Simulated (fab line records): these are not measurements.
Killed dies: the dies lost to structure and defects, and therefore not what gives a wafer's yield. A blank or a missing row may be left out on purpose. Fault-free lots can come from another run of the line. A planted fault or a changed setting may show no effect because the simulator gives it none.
A lot that was struck, set against a sound lot	flow nand-harc	14 steps out of a route of 1302
Sound: these wafers, L686.1, L686.4, L686.5. Struck: wafers L691.1, L691.2, L691.5. The cause comes at the end.
At each step with rows: each side's tool, then ch and its chambers, then its first start. Under that, the readings that differ: sound wafers	struck wafers	difference of the means	sigmas: that difference in standard deviations of wafers without a fault.
alike: readings with means less than 2 such deviations apart, plus words and numbers identical on both sides. not compared: withheld readings, readings lacking a value on some wafer, bounds such as >300 that could conceal the same value, and numbers that have no deviation in the record and whose values overlap.
A row with sigmas, a row that says differs or no value, or rows on one side alone: a step with any of these is where the two part. When numbers do not overlap yet have no deviation, they are printed without sigmas and do not part them. A reading that every wafer of one side lacks parts them only if that side has two wafers or more.

NHARC_A_STAIRCASE_STRIP_254: strips in O2.
  sound on plasma-asher-01 ch 0,1, day 17 10:25; struck on plasma-asher-01 ch 0,1, day 19 11:23
  alike: drypump-motor-current-A, heater-power-w
  not compared: rf-hours-counter-h
then, 3 steps without rows for these wafers: NHARC_A_STAIRCASE_STRIP_255 (strips in SPM, time 900 s); NHARC_A_STAIRCASE_PRECLEAN_256 (cleans in SC1); NHARC_A_STAIRCASE_SRD_257.
NHARC_A_STAIRCASE_HM_DEP_456: deposits aC, target thk 3100 nm.
  sound on acl-dep-02 ch 0, day 17 14:12; struck on acl-dep-01 ch 0, day 19 12:11
  alike: throttle-valve-pct
NHARC_A_STAIRCASE_DEP_259: deposits SiON, target thk 30 nm.
  sound on pecvd-01 ch 0,2, day 17 16:08; struck on pecvd-02 ch 0,1,2, day 19 14:03
  alike: heater-power-w
then, 6 steps without rows for these wafers: NHARC_A_STAIRCASE_DEHYDRATE_260 (time 120 s); NHARC_A_STAIRCASE_HMDS_261 (time 30 s); NHARC_A_STAIRCASE_COAT_262; NHARC_A_STAIRCASE_SOFTBAKE_263 (time 170 s); NHARC_A_STAIRCASE_EBR_264; NHARC_A_STAIRCASE_EXPOSE_265 (exposes mask CHOP 200).
NHARC_A_STAIRCASE_PEB_266: peb time 130 s.
  struck on litho-track-03, day 19 14:36; sound on litho-track-05 ch 0, day 17 16:38
  no value came back on the struck wafers for chill-plate-temp-C (C), exhaust-pa (Pa); on the sound wafers chill-plate-temp-C (C) reads 22.96 22.97 22.79
then, 1 step without rows for these wafers: NHARC_A_STAIRCASE_DEVELOP_267 (time 140 s).

## WHERE THEY PART
Within this record, at NHARC_A_STAIRCASE_PEB_266 only.

WHY: whatever the simulator had introduced
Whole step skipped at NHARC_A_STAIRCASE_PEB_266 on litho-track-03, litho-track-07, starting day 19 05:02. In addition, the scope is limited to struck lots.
